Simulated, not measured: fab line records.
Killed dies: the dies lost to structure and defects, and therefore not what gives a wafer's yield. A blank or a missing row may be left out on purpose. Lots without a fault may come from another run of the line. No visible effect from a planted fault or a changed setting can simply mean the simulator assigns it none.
Chamber matching -- flow n5_finfet -- cvd_co-02 running N5_BEOL_M4_CO_CAP_55: 3 sister chambers
The step material Co, precursor CCTBA/H2, target thk 2 nm, time 102.1 s. 27 wafers are shown with their chamber, then 12 later ones without.

## WAFERS PAIRED WITH THEIR CHAMBERS
wafer,chamber,heater_power_w (W)
L074.1,2,190
L074.3,0,272
L074.6,0,272
L076.4,1,184
L076.5,2,193
L076.6,0,280
L078.1,2,190
L078.5,0,274
L078.6,1,184
L079.1,1,188
L079.4,1,183
L079.5,2,190
L082.3,1,184
L082.5,1,186
L082.6,2,191
L088.4,0,270
L088.5,0,275
L088.6,0,269
L086.2,0,272
L086.3,0,269
L086.6,0,278
L089.1,2,191
L089.3,1,186
L089.5,2,196
L091.2,2,193
L091.4,0,268
L091.6,1,181

SIGNATURES (averages over the wafers above)
reading,chamber 0,chamber 1,chamber 2,scatter within a chamber
heater_power_w,272.64,184.50,191.75,2.96
Rule: a wafer's distance from a chamber is the root of the sum, over the readings, of the square of ((its reading less the chamber's mean) divided by the reading's scatter). The wafer belongs to the nearest chamber; if the next one is less than 2 further off, it can't be placed. The scatter is the square root of a quotient: the sum, over the shown wafers, of each reading's squared deviation from its chamber's mean, divided by wafers minus chambers.

## WAFERS WITHOUT THEIR CHAMBER
wafer,heater_power_w (W)
L093.2,273
L093.4,264
L093.5,185
L094.1,274
L094.4,194
L094.5,274
L095.2,192
L095.5,181
L095.6,276
L097.3,189
L097.4,195
L097.5,187

## THE CHAMBER EACH PASSED THROUGH
wafer,from the rows above,in truth
L093.2,0,0
L093.4,0,0
L093.5,1,1
L094.1,0,0
L094.4,2,2
L094.5,0,0
L095.2,2,2
L095.5,1,1
L095.6,0,0
L097.3,can't be placed: 2 or 1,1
L097.4,2,2
L097.5,can't be placed: 1 or 2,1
Placed correctly: 10 of 12. From these rows, 2 cannot be placed; in 2 the true chamber is one of the candidates. 0 placed wrongly.
